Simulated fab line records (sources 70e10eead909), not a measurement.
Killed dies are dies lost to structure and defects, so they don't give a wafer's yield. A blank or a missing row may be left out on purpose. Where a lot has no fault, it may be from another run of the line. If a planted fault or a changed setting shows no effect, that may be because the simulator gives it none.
Which tool is to blame? :: flow nand_harc :: Sampling: 13 lots, 39 wafers, 5 of 1302 route steps

== WHAT EACH GAUGE READ, for each wafer ==
NHARC_P_STI_CD_MEAS_16. Usual: 199.4 nm for cd_nm, sd 2.8.
lot: L805
measured: day 2 21:49
on: cd_sem-03
cd_nm (nm): 198.1 200.4 200.1
flag: 

lot: L806
measured: day 3 06:26
on: cd_sem-02
cd_nm (nm): 201.1 202.3 203.1
flag: 

lot: L807
measured: day 3 16:14
on: cd_sem-03
cd_nm (nm): 197.9 197.8 196.9
flag: 

lot: L809
measured: day 4 12:44
on: cd_sem-03
cd_nm (nm): 197.6 201.2 197.1
flag: 

lot: L810
measured: day 4 21:35
on: cd_sem-03
cd_nm (nm): 199.8 202.2 198.7
flag: 

lot: L814
measured: day 6 16:05
on: cd_sem-02
cd_nm (nm): 200.4 202.5 199.4
flag: 

lot: L815
measured: day 7 00:14
on: cd_sem-02
cd_nm (nm): 196.8 199.2 201.2
flag: 

lot: L820
measured: day 9 03:29
on: cd_sem-01
cd_nm (nm): 199.7 197.5 196.3
flag: 

lot: L821
measured: day 9 15:34
on: cd_sem-03
cd_nm (nm): 202.9 203.3 200.4
flag: 

lot: L823
measured: day 10 07:53
on: cd_sem-02
cd_nm (nm): 201.1 201.9 205.2
flag: 

lot: L825
measured: day 11 03:39
on: cd_sem-03
cd_nm (nm): 202.7 196.7 200.6
flag: 

lot: L826
measured: day 11 17:38
on: cd_sem-03
cd_nm (nm): 195.8 195.7 195.5
flag: 

lot: L827
measured: day 12 01:07
on: cd_sem-02
cd_nm (nm): 203.1 200.0 198.7
flag: 

NHARC_END_SORT_01. Usual: killed_at_array 56, standard deviation 19; killed_at_other 1.0, standard deviation 1.3; killed_at_periphery 3.8, standard deviation 2.2; killed_dies 61, standard deviation 19; killed_open 3.1, standard deviation 1.9; killed_short 2.3, standard deviation 1.5.
lot: L814
measured: day 28 00:18
on: prober-02
killed_at_array: 59 56 64
killed_at_other: 0 0 0
killed_at_periphery: 618 621 613
killed_dies: 677 677 677
killed_open: 1 1 1
killed_short: 0 1 2
flag: OFF

lot: L815
measured: day 28 01:10
on: prober-01
killed_at_array: 58 67 52
killed_at_other: 2 2 2
killed_at_periphery: 617 608 623
killed_dies: 677 677 677
killed_open: 3 3 2
killed_short: 2 1 2
flag: OFF

== WHICH TOOL RAN EACH LOT (tool, then ch and the chambers of the sampled wafers, then the start) ==
lot: L805
NHARC_P_ZERO_WELL_DESCUM_54: rie_diel-02 ch 0,2, day 2 01:47
NHARC_P_ZERO_WELL_RTA_42: rtp_anneal-02 ch 0, day 2 02:49
NHARC_P_STI_CMP_21: cmp-02 ch 0,1, day 3 17:59

lot: L806
NHARC_P_ZERO_WELL_DESCUM_54: rie_diel-04 ch 0,1,2, day 2 12:40
NHARC_P_ZERO_WELL_RTA_42: rtp_anneal-02 ch 0, day 2 13:38
NHARC_P_STI_CMP_21: cmp-01 ch 0,2,3, day 4 00:35

lot: L807
NHARC_P_ZERO_WELL_DESCUM_54: rie_diel-12 ch 0,2, day 2 21:54
NHARC_P_ZERO_WELL_RTA_42: rtp_anneal-01 ch 0, day 2 22:53
NHARC_P_STI_CMP_21: cmp-04 ch 1,2,3, day 4 10:53

lot: L809
NHARC_P_ZERO_WELL_DESCUM_54: rie_diel-04 ch 0,1,2, day 3 17:57
NHARC_P_ZERO_WELL_RTA_42: rtp_anneal-02 ch 0, day 3 19:08
NHARC_P_STI_CMP_21: cmp-02 ch 0,1, day 5 06:50

lot: L810
NHARC_P_ZERO_WELL_DESCUM_54: rie_diel-04 ch 0,1, day 4 03:55
NHARC_P_ZERO_WELL_RTA_42: rtp_anneal-02 ch 0, day 4 04:53
NHARC_P_STI_CMP_21: cmp-01 ch 1,2, day 5 15:01

lot: L814
NHARC_P_ZERO_WELL_DESCUM_54: rie_diel-04 ch 0,1,3, day 5 19:50
NHARC_P_ZERO_WELL_RTA_42: rtp_anneal-01 ch 0, day 5 20:50
NHARC_P_STI_CMP_21: cmp-01 ch 1,2,3, day 7 10:50

lot: L815
NHARC_P_ZERO_WELL_DESCUM_54: rie_diel-12 ch 0,2, day 6 05:59
NHARC_P_ZERO_WELL_RTA_42: rtp_anneal-02 ch 0, day 6 07:04
NHARC_P_STI_CMP_21: cmp-04 ch 0,1, day 7 17:36

lot: L820
NHARC_P_ZERO_WELL_DESCUM_54: rie_diel-04 ch 0,1,3, day 8 07:54
NHARC_P_ZERO_WELL_RTA_42: rtp_anneal-01 ch 0, day 8 09:05
NHARC_P_STI_CMP_21: cmp-04 ch 0,2,3, day 9 21:09

lot: L821
NHARC_P_ZERO_WELL_DESCUM_54: rie_diel-12 ch 1,2,3, day 8 20:21
NHARC_P_ZERO_WELL_RTA_42: rtp_anneal-02 ch 0, day 8 21:26
NHARC_P_STI_CMP_21: cmp-04 ch 1,3, day 10 11:44

lot: L823
NHARC_P_ZERO_WELL_DESCUM_54: rie_diel-02 ch 1,2, day 9 14:05
NHARC_P_ZERO_WELL_RTA_42: rtp_anneal-01 ch 0, day 9 15:22
NHARC_P_STI_CMP_21: cmp-04 ch 1,3, day 11 01:19

lot: L825
NHARC_P_ZERO_WELL_DESCUM_54: rie_diel-12 ch 1,2,3, day 10 10:14
NHARC_P_ZERO_WELL_RTA_42: rtp_anneal-02 ch 0, day 10 11:31
NHARC_P_STI_CMP_21: cmp-01 ch 0,1,3, day 11 22:49

lot: L826
NHARC_P_ZERO_WELL_DESCUM_54: rie_diel-04 ch 2,3, day 10 21:40
NHARC_P_ZERO_WELL_RTA_42: rtp_anneal-02 ch 0, day 10 22:45
NHARC_P_STI_CMP_21: cmp-04 ch 0,3, day 12 12:29

lot: L827
NHARC_P_ZERO_WELL_DESCUM_54: rie_diel-02 ch 0,1,2, day 11 06:00
NHARC_P_ZERO_WELL_RTA_42: rtp_anneal-02 ch 0, day 11 07:00
NHARC_P_STI_CMP_21: cmp-02 ch 0,1, day 12 19:40
- NHARC_P_ZERO_WELL_DESCUM_54: chemistry O2, time 3 s.
- NHARC_P_ZERO_WELL_RTA_42: time 300 s.
- NHARC_P_STI_CMP_21: polishes, t overpolish 20 s, target thk 380.67 nm.

== WHAT THE TOOLS THEMSELVES READ (means of the sampled wafers that have a number; where no wafer has one, the mark that the record gives instead) ==
NHARC_P_ZERO_WELL_DESCUM_54. Usual: drypump_motor_current_A 5.9 A, standard deviation 0.52; oes_product_au 1.002 a.u., standard deviation 0.011; rf_vpp_V 57.7 V, standard deviation 0.94; showerhead_plenum_p_Torr 1.92 Torr, standard deviation 0.094; throttle_valve_pct 11.311 %, standard deviation 0.0095.
lot: L805
tool: rie_diel-02
drypump_motor_current_A (A): 6.3
oes_product_au (a.u.): 0.991
rf_vpp_V (V): 59.0
showerhead_plenum_p_Torr (Torr): 2.00
throttle_valve_pct (%): 11.306
flag: 

lot: L806
tool: rie_diel-04
drypump_motor_current_A (A): 5.9
oes_product_au (a.u.): 1.005
rf_vpp_V (V): 57.4
showerhead_plenum_p_Torr (Torr): 1.84
throttle_valve_pct (%): 11.309
flag: 

lot: L807
tool: rie_diel-12
drypump_motor_current_A (A): 5.6
oes_product_au (a.u.): 1.004
rf_vpp_V (V): 57.4
showerhead_plenum_p_Torr (Torr): 1.82
throttle_valve_pct (%): 11.321
flag: 

lot: L809
tool: rie_diel-04
drypump_motor_current_A (A): 5.9
oes_product_au (a.u.): 1.003
rf_vpp_V (V): 57.1
showerhead_plenum_p_Torr (Torr): 1.83
throttle_valve_pct (%): 11.321
flag: 

lot: L810
tool: rie_diel-04
drypump_motor_current_A (A): 5.8
oes_product_au (a.u.): 0.997
rf_vpp_V (V): 56.7
showerhead_plenum_p_Torr (Torr): 1.84
throttle_valve_pct (%): 11.308
flag: 

lot: L814
tool: rie_diel-04
drypump_motor_current_A (A): 5.8
oes_product_au (a.u.): 0.995
rf_vpp_V (V): 58.4
showerhead_plenum_p_Torr (Torr): 1.92
throttle_valve_pct (%): 11.314
flag: 

lot: L815
tool: rie_diel-12
drypump_motor_current_A (A): 5.6
oes_product_au (a.u.): 1.002
rf_vpp_V (V): 58.0
showerhead_plenum_p_Torr (Torr): 1.82
throttle_valve_pct (%): 11.304
flag: 

lot: L820
tool: rie_diel-04
drypump_motor_current_A (A): 5.8
oes_product_au (a.u.): 0.996
rf_vpp_V (V): 57.0
showerhead_plenum_p_Torr (Torr): 1.92
throttle_valve_pct (%): 11.314
flag: 

lot: L821
tool: rie_diel-12
drypump_motor_current_A (A): 5.9
oes_product_au (a.u.): 1.004
rf_vpp_V (V): 57.9
showerhead_plenum_p_Torr (Torr): 1.95
throttle_valve_pct (%): 11.312
flag: 

lot: L823
tool: rie_diel-02
drypump_motor_current_A (A): 5.2
oes_product_au (a.u.): 0.989
rf_vpp_V (V): 57.1
showerhead_plenum_p_Torr (Torr): 1.94
throttle_valve_pct (%): 11.309
flag: 

lot: L825
tool: rie_diel-12
drypump_motor_current_A (A): 6.0
oes_product_au (a.u.): 1.016
rf_vpp_V (V): 57.1
showerhead_plenum_p_Torr (Torr): 1.95
throttle_valve_pct (%): 11.313
flag: 

lot: L826
tool: rie_diel-04
drypump_motor_current_A (A): 6.2
oes_product_au (a.u.): 1.003
rf_vpp_V (V): 58.4
showerhead_plenum_p_Torr (Torr): 1.96
throttle_valve_pct (%): 11.304
flag: 

lot: L827
tool: rie_diel-02
drypump_motor_current_A (A): 5.8
oes_product_au (a.u.): 0.997
rf_vpp_V (V): 57.9
showerhead_plenum_p_Torr (Torr): 1.95
throttle_valve_pct (%): 11.309
flag: 

NHARC_P_ZERO_WELL_RTA_42. Usual: lamp_power_pct 34.2 %, standard deviation 0.71; wafer_temp_C_max 1104.9, standard deviation 0.94.
lot: L805
tool: rtp_anneal-02
lamp_power_pct (%): 33.7
wafer_temp_C_max: 1105.5
flag: 

lot: L806
tool: rtp_anneal-02
lamp_power_pct (%): 33.7
wafer_temp_C_max: 1105.0
flag: 

lot: L807
tool: rtp_anneal-01
lamp_power_pct (%): 35.2
wafer_temp_C_max: 1105.0
flag: 

lot: L809
tool: rtp_anneal-02
lamp_power_pct (%): 33.6
wafer_temp_C_max: 1105.0
flag: 

lot: L810
tool: rtp_anneal-02
lamp_power_pct (%): 33.7
wafer_temp_C_max: 1105.6
flag: 

lot: L814
tool: rtp_anneal-01
lamp_power_pct (%): 35.2
wafer_temp_C_max: 1103.6
flag: 

lot: L815
tool: rtp_anneal-02
lamp_power_pct (%): 33.7
wafer_temp_C_max: 1105.9
flag: 

lot: L820
tool: rtp_anneal-01
lamp_power_pct (%): 35.2
wafer_temp_C_max: 1104.7
flag: 

lot: L821
tool: rtp_anneal-02
lamp_power_pct (%): 33.7
wafer_temp_C_max: 1104.0
flag: 

lot: L823
tool: rtp_anneal-01
lamp_power_pct (%): 35.1
wafer_temp_C_max: 1104.7
flag: 

lot: L825
tool: rtp_anneal-02
lamp_power_pct (%): 33.6
wafer_temp_C_max: 1104.3
flag: 

lot: L826
tool: rtp_anneal-02
lamp_power_pct (%): 33.7
wafer_temp_C_max: 1104.8
flag: 

lot: L827
tool: rtp_anneal-02
lamp_power_pct (%): 33.7
wafer_temp_C_max: 1104.0
flag: 

NHARC_P_STI_CMP_21. Usual: edge_zone_pressure_frac 1.001, standard deviation 0.0048; motor_current_A 11.8 A, standard deviation 1.2; overpolish_run_s 20.001 s, standard deviation 0.0089.
lot: L805
tool: cmp-02
edge_zone_pressure_frac: 0.997
motor_current_A (A): 12.3
overpolish_run_s (s): 20.006
flag: 

lot: L806
tool: cmp-01
edge_zone_pressure_frac: 1.001
motor_current_A (A): 11.4
overpolish_run_s (s): 20.004
flag: 

lot: L807
tool: cmp-04
edge_zone_pressure_frac: 1.002
motor_current_A (A): 11.4
overpolish_run_s (s): 20.008
flag: 

lot: L809
tool: cmp-02
edge_zone_pressure_frac: 1.001
motor_current_A (A): 12.4
overpolish_run_s (s): 19.998
flag: 

lot: L810
tool: cmp-01
edge_zone_pressure_frac: 0.998
motor_current_A (A): 13.0
overpolish_run_s (s): 20.002
flag: 

lot: L814
tool: cmp-01
edge_zone_pressure_frac: -
motor_current_A (A): -
overpolish_run_s (s): -
flag: OFF

lot: L815
tool: cmp-04
edge_zone_pressure_frac: -
motor_current_A (A): -
overpolish_run_s (s): -
flag: OFF

lot: L820
tool: cmp-04
edge_zone_pressure_frac: 0.999
motor_current_A (A): 12.2
overpolish_run_s (s): 19.995
flag: 

lot: L821
tool: cmp-04
edge_zone_pressure_frac: 0.998
motor_current_A (A): 11.3
overpolish_run_s (s): 19.997
flag: 

lot: L823
tool: cmp-04
edge_zone_pressure_frac: 0.998
motor_current_A (A): 10.6
overpolish_run_s (s): 19.995
flag: 

lot: L825
tool: cmp-01
edge_zone_pressure_frac: 1.004
motor_current_A (A): 12.5
overpolish_run_s (s): 20.004
flag: 

lot: L826
tool: cmp-04
edge_zone_pressure_frac: 0.999
motor_current_A (A): 12.1
overpolish_run_s (s): 20.012
flag: 

lot: L827
tool: cmp-02
edge_zone_pressure_frac: 1.003
motor_current_A (A): 12.0
overpolish_run_s (s): 19.992
flag: 

== THE ANSWER, worked out from the rows above alone ==
Rule: a lot counts as off when the mean over its wafers that have a number is more than 3 standard deviations away from the usual mean. A lot without any number at a reading at which 4 lots or more have one is off too. Where the step has rows for the other lots, those lots are counted as sound. After the gauges, taken in route order, come the tools' own readings; for these a lot's mean is taken, as printed above. The first step at which some lot is off is used, and at that step the reading that is off furthest; a lot without a number counts as furthest.
Off, at NHARC_END_SORT_01 on killed_at_periphery: L814, L815. Neither off nor sound, because the step has no rows for them: L805, L806, L807, L809, L810, L820, L821, L823, L825, L826, L827.
If a tool, at a process step before that reading, ran all the lots that are off and no sound lot after the first of them, it fits. The gauges at NHARC_END_SORT_01 aren't tried: what is off there is off at NHARC_P_STI_CMP_21 too, on other tools, and a gauge's error can't cause that. None of those tried fits.

== WHAT THE SIMULATOR HAD PUT IN ==
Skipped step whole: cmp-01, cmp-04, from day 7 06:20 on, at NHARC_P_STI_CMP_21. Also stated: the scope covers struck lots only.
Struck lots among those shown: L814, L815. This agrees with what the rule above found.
